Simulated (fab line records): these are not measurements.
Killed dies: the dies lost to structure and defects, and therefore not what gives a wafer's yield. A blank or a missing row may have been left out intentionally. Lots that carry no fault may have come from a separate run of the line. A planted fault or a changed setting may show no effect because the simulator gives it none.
Matching of chambers + flow n5 finfet + 4 sister chambers for N5_MOL_CONTACT_COAG_ETCHBACK_135 on rie diel-06
The step etches SiO2 in CHF3, target depth 25 nm, time 16.7 s. 8 wafers are shown with their chamber, then 11 later ones without.

WAFERS, EACH WITH ITS CHAMBER
| wafer  | chamber | rf vpp V (V) | showerhead plenum p Torr (Torr) |
|--------|---------|--------------|---------------------------------|
| L074.5 | 3       | 510          | 2.35                            |
| L083.5 | 1       | 539          | 2.45                            |
| L085.4 | 2       | 530          | 2.49                            |
| L085.6 | 0       | 533          | 2.49                            |
| L089.1 | 0       | 534          | 2.49                            |
| L089.3 | 2       | 530          | 2.48                            |
| L089.5 | 1       | 539          | 2.45                            |
| L090.2 | 3       | 510          | 2.34                            |

WAFERS WHOSE CHAMBER IS MISSING
| wafer  | rf vpp V (V) | showerhead plenum p Torr (Torr) |
|--------|--------------|---------------------------------|
| L090.3 | 532          | 2.48                            |
| L090.4 | 534          | 2.49                            |
| L091.1 | 509          | 2.34                            |
| L091.5 | 509          | 2.34                            |
| L091.6 | 533          | 2.49                            |
| L093.1 | 532          | 2.48                            |
| L093.3 | 538          | 2.44                            |
| L093.5 | 534          | 2.49                            |
| L094.1 | 507          | 2.34                            |
| L094.2 | 535          | 2.48                            |
| L094.5 | 510          | 2.34                            |

WHICH CHAMBER EACH ONE RAN IN
| wafer  | from the rows above     | in truth |
|--------|-------------------------|----------|
| L090.3 | can't be placed: 0 or 2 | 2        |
| L090.4 | 0                       | 0        |
| L091.1 | 3                       | 3        |
| L091.5 | 3                       | 3        |
| L091.6 | 0                       | 0        |
| L093.1 | can't be placed: 0 or 2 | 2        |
| L093.3 | 1                       | 1        |
| L093.5 | 0                       | 0        |
| L094.1 | 3                       | 3        |
| L094.2 | 0                       | 0        |
| L094.5 | 3                       | 3        |
Correct placement for 9 of the 11. These rows do not allow placing 2 (true chamber among the candidates in 2). Placed wrongly: 0.
How it was worked out, from the rows above alone: a wafer's distance from a chamber is the root of the sum, over the readings, of the square of ((its reading less the chamber's mean) divided by the reading's scatter). If the next closest chamber is less than 2 further off than the closest, the wafer can't be placed; otherwise it belongs to the closest. A chamber's mean is the mean of its shown wafers. The scatter is the square root of a quotient: the sum, over the shown wafers, of each reading's squared deviation from its chamber's mean, divided by wafers minus chambers.
